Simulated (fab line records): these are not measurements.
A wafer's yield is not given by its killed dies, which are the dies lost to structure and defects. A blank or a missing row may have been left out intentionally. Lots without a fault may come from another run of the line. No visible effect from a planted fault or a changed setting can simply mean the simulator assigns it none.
Split-lot study | flow n5Finfet | route with 1938 steps; 7 lots, 39 wafers read

## ON THE SPLIT
At N5_HKMG_FIN_DESCUM_17 (chemistry O2, time 7.9 s), the setting timeS was moved away from the recipe's 7.9 s on 18 of the 39 wafers read, by -58.2% to +36.2%. The other wafers ran this setting at the recipe's value.

The file shows no step between the split and the reading.

## THE READING
CAR-ArF_of_HKMG_FIN_COAT_06.thkNm (the simulator's own value, which no gauge read), in nm, at N5_HKMG_FIN_ETCH_31 (etches SiARC in CF4, target depth 45.5 nm, time 75.8 s). No usual value for it is given in the file. Across the 21 wafers here that went through the recipe, the average is 51.0 nm and the standard deviation 0.24 nm.

wafer  | tool, chamber at the split | timeS as run, s | against the recipe | CAR-ArF_of_HKMG_FIN_COAT_06.thkNm, nm | against lot-mates on the recipe
L075.1 | rieDiel-03, 3,0            | 3.303           | -58.2%             | 54                                    | +3.0
L075.5 | rieDiel-03, 3,0            | 3.303           | -58.2%             | 54                                    | +3.0
L075.2 | rieDiel-03, 0,1            | 7.9             | recipe             | 51                                    | -
L075.3 | rieDiel-03, 2              | 7.9             | recipe             | 51                                    | -
L075.4 | rieDiel-03, 0,1            | 7.9             | recipe             | 51                                    | -
L075.6 | rieDiel-03, 3              | 3.303           | -58.2%             | 53.8                                  | +2.8
L076.1 | rieDiel-03, 1,3            | 10.59           | +34.1%             | 49.2                                  | -1.9
L076.2 | rieDiel-03, 0              | 7.9             | recipe             | 51                                    | -
L076.3 | rieDiel-03, 3              | 7.9             | recipe             | 50.8                                  | -
L076.4 | rieDiel-03, 2              | 10.59           | +34.1%             | 49.4                                  | -1.7
L076.5 | rieDiel-03, 1,3            | 10.59           | +34.1%             | 49                                    | -2.1
L076.6 | rieDiel-03, 2              | 7.9             | recipe             | 51.4                                  | -
L084.1 | rieDiel-01, 0,1            | 10.76           | +36.2%             | 49.2                                  | -1.7
L084.6 | rieDiel-01, 0,1            | 10.76           | +36.2%             | 49.2                                  | -1.7
L084.2 | rieDiel-01, 2              | 10.76           | +36.2%             | 49.4                                  | -1.5
L084.3 | rieDiel-01, 3,1,0          | 7.9             | recipe             | 50.8                                  | -
L084.4 | rieDiel-01, 3,1,0          | 7.9             | recipe             | 50.8                                  | -
L084.5 | rieDiel-01, 3,1,0          | 7.9             | recipe             | 51                                    | -
L091.2 | rieDiel-04, 2,0            | 7.9             | recipe             | 51.6                                  | -
L091.5 | rieDiel-04, 2,0            | 7.9             | recipe             | 51.4                                  | -
L091.6 | rieDiel-04, 3              | 7.9             | recipe             | 51                                    | -
L095.1 | rieDiel-01, 2              | 7.9             | recipe             | 51                                    | -
L095.2 | rieDiel-01, 0,1            | 7.9             | recipe             | 50.8                                  | -
L095.3 | rieDiel-01, 0,1            | 7.9             | recipe             | 50.8                                  | -
L095.4 | rieDiel-01, 1              | 4.95            | -37.3%             | 52.8                                  | +1.9
L095.5 | rieDiel-01, 0,2            | 4.95            | -37.3%             | 52.4                                  | +1.5
L095.6 | rieDiel-01, 0,2            | 4.95            | -37.3%             | 52.6                                  | +1.7
L096.1 | rieDiel-01, 3              | 5.471           | -30.7%             | 52.6                                  | +1.4
L096.2 | rieDiel-01, 1,2            | 5.471           | -30.7%             | 52.6                                  | +1.4
L096.4 | rieDiel-01, 1,2            | 5.471           | -30.7%             | 52.6                                  | +1.4
L096.3 | rieDiel-01, 0              | 7.9             | recipe             | 51.4                                  | -
L096.5 | rieDiel-01, 0,1            | 7.9             | recipe             | 51.2                                  | -
L096.6 | rieDiel-01, 0,1            | 7.9             | recipe             | 51                                    | -
L097.1 | rieDiel-01, 1              | 3.892           | -50.7%             | 53.4                                  | +2.5
L097.2 | rieDiel-01, 0              | 7.9             | recipe             | 50.6                                  | -
L097.3 | rieDiel-01, 2              | 7.9             | recipe             | 51                                    | -
L097.6 | rieDiel-01, 2              | 7.9             | recipe             | 51                                    | -
L097.4 | rieDiel-01, 3              | 3.892           | -50.7%             | 53.2                                  | +2.3
L097.5 | rieDiel-01, 3              | 3.892           | -50.7%             | 53.6                                  | +2.7
If several chambers appear in one row, that row covers several wafers at once and the file leaves open which wafer was in which chamber.

THE FIT
A straight line over all 39 wafers: CAR-ArF_of_HKMG_FIN_COAT_06.thkNm changes by -0.0488 nm for each +1% of timeS; r = -0.99; the points scatter about the line by 0.22 nm.
The same after taking each lot's own level away (the mean of its wafers on the recipe; 39 wafers): -0.0492 nm for each +1%; r = -0.99; scatter 0.18 nm.
According to that fit, moving timeS by its largest amount changes the reading by 2.9 nm.
Measured against the standard deviation above, the lots' own levels, which go from 50.87 to 51.33 nm, span 1.9 times it.
The two slopes are in agreement: the lot-to-lot level therefore moves the slope only a little.
Check: with one of the wafers moved furthest among these (-58.2%) left out of the fit, the line predicts +2.83 nm for it against its lot-mates. It came out at +3 nm against them.

## FURTHER SPLITS ON THESE WAFERS
Note: prior to the reading, these wafers also went through further splits. Each is held against what the fit with the lots' levels taken away leaves over:
other split on the same wafers        | wafers away from the commonest value | r with CAR-ArF_of_HKMG_FIN_COAT_06.thkNm (lot level and that fit taken away)
N5_ZERO_LAYER_DEVELOP_10 developTimeS | 12                                   | -0.09
N5_FIN_SAQP_HM_DEP_03 timeS           | 18                                   | -0.15

## THE WHOLE CHAIN: every reading that the file lists as answering this split, in the file's order
step                  | what it does                                           | reading                                                                            | change (the file's fit)                | r (the file's)
N5_HKMG_FIN_DESCUM_17 | chemistry O2, time 7.9 s                               | CAR-ArF_of_HKMG_FIN_COAT_06.thkNm (the simulator's own value, which no gauge read) | -0.0472 nm for each +1% of the setting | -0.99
N5_HKMG_FIN_ETCH_31   | etches SiARC in CF4, target depth 45.5 nm, time 75.8 s | CAR-ArF_of_HKMG_FIN_COAT_06.thkNm (the simulator's own value, which no gauge read) | -0.0491 nm for each +1% of the setting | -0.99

## THE FILE'S OWN FIT
CAR-ArF_of_HKMG_FIN_COAT_06.thkNm changes by -0.0491 nm for each +1% of timeS, r = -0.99.
